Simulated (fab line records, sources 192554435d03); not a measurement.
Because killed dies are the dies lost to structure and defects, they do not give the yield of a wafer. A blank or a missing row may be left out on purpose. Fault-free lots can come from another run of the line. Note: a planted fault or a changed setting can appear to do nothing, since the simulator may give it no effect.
Which tool is to blame? || flow n5 finfet || Sampling: 14 lots, 37 wafers, 3 of 1938 route steps

## WHAT EACH GAUGE READ, for each wafer
N5_BEOL_M6_OVL_MEAS_12. Usual: M6_OVL 0.2 nm, standard deviation 0.75.
{"lot": "L921", "measured": "day 9 01:20", "on": "overlay-01", "M6_OVL (nm)": "0.3 0.6", "flag": ""}
{"lot": "L922", "measured": "day 9 09:06", "on": "overlay-02", "M6_OVL (nm)": "-1.1 0.0", "flag": ""}
{"lot": "L923", "measured": "day 9 18:02", "on": "overlay-02", "M6_OVL (nm)": "-1.4 -0.1 -1.6", "flag": ""}
{"lot": "L924", "measured": "day 9 23:19", "on": "overlay-01", "M6_OVL (nm)": "0.7 0.4", "flag": ""}
{"lot": "L926", "measured": "day 9 23:29", "on": "overlay-02", "M6_OVL (nm)": "-0.6 -1.1", "flag": ""}
{"lot": "L925", "measured": "day 10 04:37", "on": "overlay-02", "M6_OVL (nm)": "0.3 -0.4", "flag": ""}
{"lot": "L928", "measured": "day 10 22:17", "on": "overlay-01", "M6_OVL (nm)": "0.2 -0.4 -0.4", "flag": ""}
{"lot": "L929", "measured": "day 11 01:47", "on": "overlay-02", "M6_OVL (nm)": "0.4 0.5 -0.5", "flag": ""}
{"lot": "L935", "measured": "day 11 21:21", "on": "overlay-01", "M6_OVL (nm)": "-0.1 -0.4 -0.3", "flag": ""}
{"lot": "L936", "measured": "day 12 17:52", "on": "overlay-02", "M6_OVL (nm)": "0.1 0.3 0.3", "flag": ""}
{"lot": "L937", "measured": "day 13 00:41", "on": "overlay-02", "M6_OVL (nm)": "-0.1 1.2 1.6", "flag": ""}
{"lot": "L939", "measured": "day 13 20:45", "on": "overlay-02", "M6_OVL (nm)": "1.2 0.3 0.5", "flag": ""}
{"lot": "L943", "measured": "day 14 00:14", "on": "overlay-01", "M6_OVL (nm)": "0.6 -0.1 0.3", "flag": ""}
{"lot": "L942", "measured": "day 14 17:20", "on": "overlay-01", "M6_OVL (nm)": "-0.9 0.1 -0.6", "flag": ""}

N5_BEOL_M6_CD_MEAS_18: pitch 80 nm, target cd 40 nm. Usual: 40.0 nm for cd nm, sd 0.69.
{"lot": "L921", "measured": "day 9 01:51", "on": "cd sem-03", "cd nm (nm)": "40.8 39.7", "flag": ""}
{"lot": "L922", "measured": "day 9 09:38", "on": "cd sem-01", "cd nm (nm)": "39.4 39.2", "flag": ""}
{"lot": "L923", "measured": "day 9 18:35", "on": "cd sem-02", "cd nm (nm)": "39.5 39.7 40.3", "flag": ""}
{"lot": "L924", "measured": "day 9 23:50", "on": "cd sem-01", "cd nm (nm)": "39.8 39.7", "flag": ""}
{"lot": "L926", "measured": "day 10 00:01", "on": "cd sem-03", "cd nm (nm)": "39.9 40.0", "flag": ""}
{"lot": "L925", "measured": "day 10 05:11", "on": "cd sem-01", "cd nm (nm)": "40.3 39.7", "flag": ""}
{"lot": "L928", "measured": "day 10 22:51", "on": "cd sem-01", "cd nm (nm)": "39.4 39.3 39.6", "flag": ""}
{"lot": "L929", "measured": "day 11 02:41", "on": "cd sem-02", "cd nm (nm)": "41.7 39.6 40.2", "flag": ""}
{"lot": "L935", "measured": "day 11 21:52", "on": "cd sem-03", "cd nm (nm)": "40.2 40.3 39.0", "flag": ""}
{"lot": "L936", "measured": "day 12 18:35", "on": "cd sem-03", "cd nm (nm)": "39.6 39.5 39.8", "flag": ""}
{"lot": "L937", "measured": "day 13 01:13", "on": "cd sem-01", "cd nm (nm)": "39.8 41.4 40.1", "flag": ""}
{"lot": "L939", "measured": "day 13 21:16", "on": "cd sem-03", "cd nm (nm)": "39.7 40.4 38.5", "flag": ""}
{"lot": "L943", "measured": "day 14 00:46", "on": "cd sem-01", "cd nm (nm)": "40.9 40.0 40.0", "flag": ""}
{"lot": "L942", "measured": "day 14 18:12", "on": "cd sem-02", "cd nm (nm)": "41.9 39.8 41.2", "flag": ""}

## WHAT TOOL EACH LOT RAN ON (gives the tool, then ch and the chambers of the sampled wafers, and finally the start)
{"lot": "L921", "N5_BEOL_M6_CURE_74": "uv cure-01 ch 0, day 8 23:52"}
{"lot": "L922", "N5_BEOL_M6_CURE_74": "uv cure-03 ch 2, day 9 06:47"}
{"lot": "L923", "N5_BEOL_M6_CURE_74": "uv cure-03 ch 2, day 9 15:15"}
{"lot": "L924", "N5_BEOL_M6_CURE_74": "uv cure-03 ch 1, day 9 20:12"}
{"lot": "L926", "N5_BEOL_M6_CURE_74": "uv cure-02 ch 2, day 9 20:59"}
{"lot": "L925", "N5_BEOL_M6_CURE_74": "uv cure-01 ch 1, day 10 01:04"}
{"lot": "L928", "N5_BEOL_M6_CURE_74": "uv cure-03 ch 0, day 10 17:55"}
{"lot": "L929", "N5_BEOL_M6_CURE_74": "uv cure-03 ch 2, day 10 23:02"}
{"lot": "L935", "N5_BEOL_M6_CURE_74": "uv cure-01 ch 0, day 11 19:26"}
{"lot": "L936", "N5_BEOL_M6_CURE_74": "uv cure-02 ch 2, day 12 15:17"}
{"lot": "L937", "N5_BEOL_M6_CURE_74": "uv cure-03 ch 1, day 12 21:34"}
{"lot": "L939", "N5_BEOL_M6_CURE_74": "uv cure-01 ch 0, day 13 18:07"}
{"lot": "L943", "N5_BEOL_M6_CURE_74": "uv cure-03 ch 0, day 13 22:38"}
{"lot": "L942", "N5_BEOL_M6_CURE_74": "uv cure-03 ch 2, day 14 14:10"}
- N5_BEOL_M6_CURE_74: cures SiCOH lowk, time 240 s.

## AS READ BY THE TOOLS THEMSELVES (means over the sampled wafers that have a number; for cases with no such wafer, the mark the record gives instead)
N5_BEOL_M6_CURE_74. Usual: lamp power pct 52.31 %, standard deviation 0.051; wafer_temp_C_max 386.6, standard deviation 0.62.
{"lot": "L921", "tool": "uv cure-01", "lamp power pct (%)": 52.39, "wafer_temp_C_max": 386.6, "flag": ""}
{"lot": "L922", "tool": "uv cure-03", "lamp power pct (%)": 52.34, "wafer_temp_C_max": 387.4, "flag": ""}
{"lot": "L923", "tool": "uv cure-03", "lamp power pct (%)": 52.32, "wafer_temp_C_max": 387.6, "flag": ""}
{"lot": "L924", "tool": "uv cure-03", "lamp power pct (%)": 52.36, "wafer_temp_C_max": 386.2, "flag": ""}
{"lot": "L926", "tool": "uv cure-02", "lamp power pct (%)": 52.30, "wafer_temp_C_max": 386.4, "flag": ""}
{"lot": "L925", "tool": "uv cure-01", "lamp power pct (%)": 52.38, "wafer_temp_C_max": 386.5, "flag": ""}
{"lot": "L928", "tool": "uv cure-03", "lamp power pct (%)": 52.28, "wafer_temp_C_max": 386.6, "flag": ""}
{"lot": "L929", "tool": "uv cure-03", "lamp power pct (%)": 52.36, "wafer_temp_C_max": 386.9, "flag": ""}
{"lot": "L935", "tool": "uv cure-01", "lamp power pct (%)": 52.35, "wafer_temp_C_max": 386.5, "flag": ""}
{"lot": "L936", "tool": "uv cure-02", "lamp power pct (%)": 52.36, "wafer_temp_C_max": 386.1, "flag": ""}
{"lot": "L937", "tool": "uv cure-03", "lamp power pct (%)": 52.33, "wafer_temp_C_max": 386.3, "flag": ""}
{"lot": "L939", "tool": "uv cure-01", "lamp power pct (%)": 52.32, "wafer_temp_C_max": 386.6, "flag": ""}
{"lot": "L943", "tool": "uv cure-03", "lamp power pct (%)": 52.33, "wafer_temp_C_max": 386.3, "flag": ""}
{"lot": "L942", "tool": "uv cure-03", "lamp power pct (%)": 52.31, "wafer_temp_C_max": 387.7, "flag": ""}

## THE ANSWER, worked out from the rows above alone
Rule: a lot is off if the mean of its wafers that have a number lies more than 3 standard deviations from the usual mean. A lot without any number at a reading at which 4 lots or more have one is off too. Any other lot the step has rows for is counted as sound. The gauges are gone through in route order, then the tools' own readings, and for those a lot's mean is taken as printed above. The first step at which some lot is off is used, and at that step the reading that is off furthest; a lot without a number counts as furthest.
Across all readings shown, no lot is off: no conclusion can be drawn from this.

## WHAT WAS PUT IN BY THE SIMULATOR
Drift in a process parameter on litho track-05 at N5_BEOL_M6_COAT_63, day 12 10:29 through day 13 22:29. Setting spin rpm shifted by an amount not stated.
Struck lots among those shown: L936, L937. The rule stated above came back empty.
